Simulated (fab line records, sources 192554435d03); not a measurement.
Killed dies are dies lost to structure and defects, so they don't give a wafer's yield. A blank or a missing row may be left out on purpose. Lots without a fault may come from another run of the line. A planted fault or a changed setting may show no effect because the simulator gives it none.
Which tool did it? | flow n5_finfet | 9 lots, 27 wafers sampled, at 6 steps of a route of 1938

WHAT THE GAUGES READ, wafer by wafer
N5_HKMG_FIN_INSPECT_14: inspects for defects (macro). Usual: raw_defect_count 2.0, standard deviation 1.4.
lot  | measured    | on                | raw_defect_count | flag
L411 | day 4 17:27 | defect_inspect-02 | 3 3 3            |
L415 | day 5 16:25 | defect_inspect-01 | 1 2 2            |
L418 | day 6 10:40 | defect_inspect-01 | 1 2 2            |
L420 | day 6 20:02 | defect_inspect-02 | 1 3 4            |
L423 | day 7 17:31 | defect_inspect-01 | >300 >300 >300   | OFF
L425 | day 8 05:08 | defect_inspect-02 | >300 >300 >300   | OFF
L428 | day 8 21:25 | defect_inspect-01 | 0 3 0            |
L430 | day 9 09:10 | defect_inspect-01 | 1 1 0            |
L432 | day 9 20:20 | defect_inspect-02 | 2 0 1            |

N5_BEOL_M4_RC_MEAS_101. Usual: DIBL_N 36.0 mV/V, standard deviation 1.7; DIBL_P 36.0 mV/V, standard deviation 2; IOFF_N 0.156 nA/um, standard deviation 0.028; IOFF_P 0.21 nA/um, standard deviation 0.04; ION_N 673 uA/um, standard deviation 12; ION_P 463 uA/um, standard deviation 8.3; SS_N 71.4 mV/dec, standard deviation 0.6; SS_P 73.3 mV/dec, standard deviation 0.66; VT_N 250 mV, standard deviation 3; VT_P -250 mV, standard deviation 3.8.
lot  | measured     | on        | DIBL_N (mV/V)  | DIBL_P (mV/V)  | IOFF_N (nA/um)    | IOFF_P (nA/um) | ION_N (uA/um) | ION_P (uA/um) | SS_N (mV/dec)  | SS_P (mV/dec)  | VT_N (mV)   | VT_P (mV)      | flag
L411 | day 8 01:18  | prober-02 | 35.8 38.5 35.0 | 35.5 39.1 35.3 | 0.155 0.207 0.146 | 0.16 0.22 0.17 | 674 680 668   | 460 454 454   | 72.5 72.3 70.5 | 73.2 74.7 73.0 | 250 248 248 | -257 -251 -256 |
L415 | day 9 11:20  | prober-02 | 39.3 36.9 38.1 | 39.6 36.2 36.6 | 0.205 0.154 0.160 | 0.27 0.21 0.21 | 676 662 662   | 471 456 455   | 72.0 71.2 71.5 | 75.0 74.1 74.0 | 248 254 254 | -247 -253 -254 |
L418 | day 10 00:16 | prober-02 | 37.0 36.4 36.6 | 36.3 35.2 36.0 | 0.172 0.160 0.163 | 0.20 0.18 0.19 | 684 684 682   | 466 468 461   | 72.0 71.0 71.5 | 73.8 73.5 73.7 | 248 248 251 | -253 -253 -253 |
L420 | day 10 20:08 | prober-01 | 39.2 32.8 35.6 | 38.8 30.8 34.7 | 0.220 0.107 0.146 | 0.28 0.16 0.21 | 699 658 670   | 477 465 463   | 72.1 70.5 71.4 | 74.7 72.3 73.2 | 243 254 252 | -247 -252 -252 |
L423 | day 11 05:07 | prober-01 | 35.5 37.3 37.1 | 34.7 36.9 37.1 | 0.141 0.182 0.174 | 0.20 0.23 0.24 | 656 684 688   | 460 472 467   | 70.8 71.4 71.6 | 73.3 72.7 73.9 | 254 249 249 | -251 -248 -248 |
L425 | day 11 23:07 | prober-02 | 38.2 37.0 34.4 | 39.8 38.4 35.9 | 0.180 0.150 0.121 | 0.26 0.23 0.20 | 676 660 663   | 466 456 460   | 71.8 71.2 70.9 | 73.4 73.9 72.9 | 248 251 253 | -246 -247 -250 |
L428 | day 13 01:37 | prober-02 | 34.4 35.9 34.5 | 34.3 36.0 33.9 | 0.118 0.145 0.125 | 0.18 0.21 0.18 | 667 662 662   | 462 456 463   | 70.8 71.1 71.1 | 72.6 73.1 72.5 | 256 250 252 | -251 -251 -252 |
L430 | day 13 08:37 | prober-02 | 34.3 34.2 34.4 | 34.3 33.8 34.6 | 0.137 0.136 0.143 | 0.20 0.19 0.21 | 671 672 675   | 463 468 472   | 71.6 70.3 70.9 | 73.4 72.6 73.2 | 252 250 249 | -247 -249 -245 |
L432 | day 14 00:35 | prober-02 | 36.8 36.1 36.3 | 37.8 37.0 36.7 | 0.184 0.167 0.166 | 0.23 0.21 0.21 | 694 684 680   | 471 464 459   | 71.0 71.1 71.8 | 73.2 72.9 73.4 | 246 248 247 | -249 -251 -253 |

WHICH TOOL RAN EACH LOT (tool, then ch and the chambers of the sampled wafers, then the start)
lot  | N5_HKMG_FIN_STRIP_57              | N5_HKMG_FIN_STRIP_93              | N5_HKMG_FIN_WET_ETCH_81            | N5_HKMG_FIN_ETCH_86
L411 | rie_diel-01 ch 1,2, day 4 14:31   | rie_diel-01 ch 1,2, day 4 14:58   | wet_bench-02 ch 0,5,6, day 4 16:16 | rie_diel-06 ch 2,3, day 4 18:50
L415 | rie_diel-03 ch 0,1,3, day 5 13:16 | rie_diel-03 ch 0,1,3, day 5 13:43 | wet_bench-02 ch 1,6,7, day 5 15:07 | rie_diel-01 ch 1,2,3, day 5 18:05
L418 | rie_diel-03 ch 1,2,3, day 6 07:17 | rie_diel-03 ch 1,2,3, day 6 07:44 | wet_bench-02 ch 1,3,5, day 6 09:29 | rie_diel-03 ch 1,2, day 6 12:04
L420 | rie_diel-06 ch 2,3, day 6 16:34   | rie_diel-06 ch 2,3, day 6 17:14   | wet_bench-02 ch 4,5,7, day 6 18:52 | rie_diel-03 ch 0,1,2, day 6 21:23
L423 | rie_diel-03 ch 0,1, day 7 14:09   | rie_diel-03 ch 0,1, day 7 14:35   | wet_bench-02 ch 0,1,2, day 7 16:10 | rie_diel-06 ch 0,2, day 7 18:53
L425 | rie_diel-03 ch 0,3, day 8 02:11   | rie_diel-03 ch 0,3, day 8 02:38   | wet_bench-02 ch 3,4,5, day 8 03:56 | rie_diel-01 ch 1,2, day 8 06:36
L428 | rie_diel-01 ch 1,3, day 8 18:21   | rie_diel-01 ch 1,3, day 8 18:48   | wet_bench-01 ch 2,4,5, day 8 20:07 | rie_diel-01 ch 0,1,2, day 8 22:47
L430 | rie_diel-01 ch 0,2,3, day 9 06:15 | rie_diel-01 ch 0,2,3, day 9 06:41 | wet_bench-01 ch 2,3,5, day 9 08:00 | rie_diel-03 ch 0,1,3, day 9 10:32
L432 | rie_diel-01 ch 0,3, day 9 17:17   | rie_diel-01 ch 0,3, day 9 17:43   | wet_bench-03 ch 3,4,5, day 9 19:02 | rie_diel-03 ch 0,2, day 9 21:41
- N5_HKMG_FIN_STRIP_57: strips in CF4.
- N5_HKMG_FIN_STRIP_93: strips SOC in N2/H2, time 20 s.
- N5_HKMG_FIN_WET_ETCH_81: etches TiN in SC1, stops on HfO2, time 57 s, target depth 6 nm.
- N5_HKMG_FIN_ETCH_86: etches SOC in N2/H2, stops on TiN, target depth 393.2 nm.

WHAT THE TOOLS THEMSELVES READ (means of the sampled wafers that have a number; where no wafer has one, the mark that the record gives instead)
N5_HKMG_FIN_STRIP_57. Usual: bias_power_w 75.04 W, standard deviation 0.24; drypump_motor_current_A 5.8 A, standard deviation 0.46; oes_product_au 0.79 a.u., standard deviation 0.096; rf_vpp_V 271.5 V, standard deviation 1.2; showerhead_plenum_p_Torr 1.81 Torr, standard deviation 0.037; throttle_valve_pct 13.62 %, standard deviation 0.3.
lot  | tool        | bias_power_w (W) | drypump_motor_current_A (A) | oes_product_au (a.u.) | rf_vpp_V (V) | showerhead_plenum_p_Torr (Torr) | throttle_valve_pct (%) | flag
L411 | rie_diel-01 | 75.20            | 5.7                         | 0.77                  | 270.4        | 1.79                            | 13.57                  |
L415 | rie_diel-03 | 75.15            | 5.9                         | 0.77                  | 271.4        | 1.79                            | 13.71                  |
L418 | rie_diel-03 | 75.07            | 5.7                         | 0.85                  | 271.5        | 1.78                            | 13.48                  |
L420 | rie_diel-06 | 75.22            | 5.6                         | 0.74                  | 271.5        | 1.81                            | 13.94                  |
L423 | rie_diel-03 | 74.97            | 5.9                         | 0.91                  | 271.2        | 1.81                            | 13.51                  |
L425 | rie_diel-03 | 74.94            | 5.8                         | 0.94                  | 271.2        | 1.79                            | 13.30                  |
L428 | rie_diel-01 | 75.25            | 6.1                         | 0.79                  | 271.0        | 1.79                            | 13.40                  |
L430 | rie_diel-01 | 75.17            | 5.8                         | 0.77                  | 272.0        | 1.79                            | 13.67                  |
L432 | rie_diel-01 | 74.91            | 5.9                         | 0.76                  | 271.0        | 1.79                            | 13.64                  |

N5_HKMG_FIN_STRIP_93. Usual: bias_power_w 8.002 W, standard deviation 0.024; drypump_motor_current_A 5.8 A, standard deviation 0.46; oes_product_au 0.80 a.u., standard deviation 0.1; rf_vpp_V 54.3 V, standard deviation 0.77; showerhead_plenum_p_Torr 3.39 Torr, standard deviation 0.079; throttle_valve_pct 19.2 %, standard deviation 0.43.
lot  | tool        | bias_power_w (W) | drypump_motor_current_A (A) | oes_product_au (a.u.) | rf_vpp_V (V) | showerhead_plenum_p_Torr (Torr) | throttle_valve_pct (%) | flag
L411 | rie_diel-01 | 8.004            | 5.7                         | 0.80                  | 54.0         | 3.36                            | 18.9                   |
L415 | rie_diel-03 | 8.001            | 5.9                         | 0.77                  | 54.8         | 3.35                            | 19.3                   |
L418 | rie_diel-03 | 7.999            | 5.7                         | 0.86                  | 53.7         | 3.34                            | 19.1                   |
L420 | rie_diel-06 | 8.021            | 5.7                         | 0.75                  | 54.7         | 3.39                            | 19.7                   |
L423 | rie_diel-03 | 8.000            | 5.9                         | 0.93                  | 54.3         | 3.37                            | 19.2                   |
L425 | rie_diel-03 | 8.002            | 5.8                         | 0.99                  | 53.8         | 3.34                            | 19.1                   |
L428 | rie_diel-01 | 7.985            | 6.2                         | 0.80                  | 54.8         | 3.37                            | 18.8                   |
L430 | rie_diel-01 | 7.990            | 5.9                         | 0.78                  | 54.0         | 3.36                            | 19.1                   |
L432 | rie_diel-01 | 7.994            | 5.9                         | 0.78                  | 54.1         | 3.36                            | 19.3                   |

N5_HKMG_FIN_WET_ETCH_81. Usual: h2o2_flow_mL_min 214.2, standard deviation 0.69.
lot  | tool         | h2o2_flow_mL_min | flag
L411 | wet_bench-02 | 214.5            |
L415 | wet_bench-02 | 214.1            |
L418 | wet_bench-02 | 213.6            |
L420 | wet_bench-02 | 213.9            |
L423 | wet_bench-02 | 214.5            |
L425 | wet_bench-02 | 213.9            |
L428 | wet_bench-01 | 214.4            |
L430 | wet_bench-01 | 214.8            |
L432 | wet_bench-03 | 214.0            |

N5_HKMG_FIN_ETCH_86. Usual: drypump_motor_current_A 5.7 A, standard deviation 0.39; oes_product_au 0.81 a.u., standard deviation 0.096; rf_vpp_V 241.2 V, standard deviation 1.1; showerhead_plenum_p_Torr 2.58 Torr, standard deviation 0.07; throttle_valve_pct 17.89 %, standard deviation 0.29.
lot  | tool        | drypump_motor_current_A (A) | oes_product_au (a.u.) | rf_vpp_V (V) | showerhead_plenum_p_Torr (Torr) | throttle_valve_pct (%) | flag
L411 | rie_diel-06 | 5.7                         | 0.74                  | 240.9        | 2.58                            | 18.24                  |
L415 | rie_diel-01 | 5.7                         | 0.77                  | 241.2        | 2.54                            | 17.80                  |
L418 | rie_diel-03 | 5.8                         | 0.91                  | 240.2        | 2.53                            | 17.75                  |
L420 | rie_diel-03 | 5.7                         | 0.93                  | 241.2        | 2.57                            | 17.79                  |
L423 | rie_diel-06 | 5.3                         | 0.76                  | 242.3        | 2.65                            | 18.04                  |
L425 | rie_diel-01 | 5.7                         | 0.74                  | 240.5        | 2.53                            | 17.83                  |
L428 | rie_diel-01 | 6.1                         | 0.83                  | 240.1        | 2.56                            | 17.66                  |
L430 | rie_diel-03 | 5.9                         | 0.89                  | 241.1        | 2.52                            | 17.72                  |
L432 | rie_diel-03 | 5.7                         | 0.88                  | 241.7        | 2.58                            | 17.88                  |

THE ANSWER, worked out from the rows above alone
Rule: a lot is off if the mean of its wafers that have a number lies more than 3 standard deviations from the usual mean. A lot without any number at a reading at which 4 lots or more have one is off too. The other lots that the step has rows for count as sound. The gauges are gone through in route order, then the tools' own readings, and for those a lot's mean is taken as printed above. The first step at which some lot is off is used, and at that step the reading that is off furthest; a lot without a number counts as furthest.
Off: L423, L425, at N5_HKMG_FIN_INSPECT_14 (raw_defect_count). Without a number there: L423, L425.
A tool fits if, at a process step before that reading, it ran every lot that is off, and no sound lot after the first of them. The gauges at N5_HKMG_FIN_INSPECT_14 are tried like those tools. Can't be told from this: 2 tools fit, rie_diel-03 at N5_HKMG_FIN_STRIP_57 and N5_HKMG_FIN_STRIP_93, wet_bench-02 at N5_HKMG_FIN_WET_ETCH_81.

WHAT THE SIMULATOR HAD PUT IN
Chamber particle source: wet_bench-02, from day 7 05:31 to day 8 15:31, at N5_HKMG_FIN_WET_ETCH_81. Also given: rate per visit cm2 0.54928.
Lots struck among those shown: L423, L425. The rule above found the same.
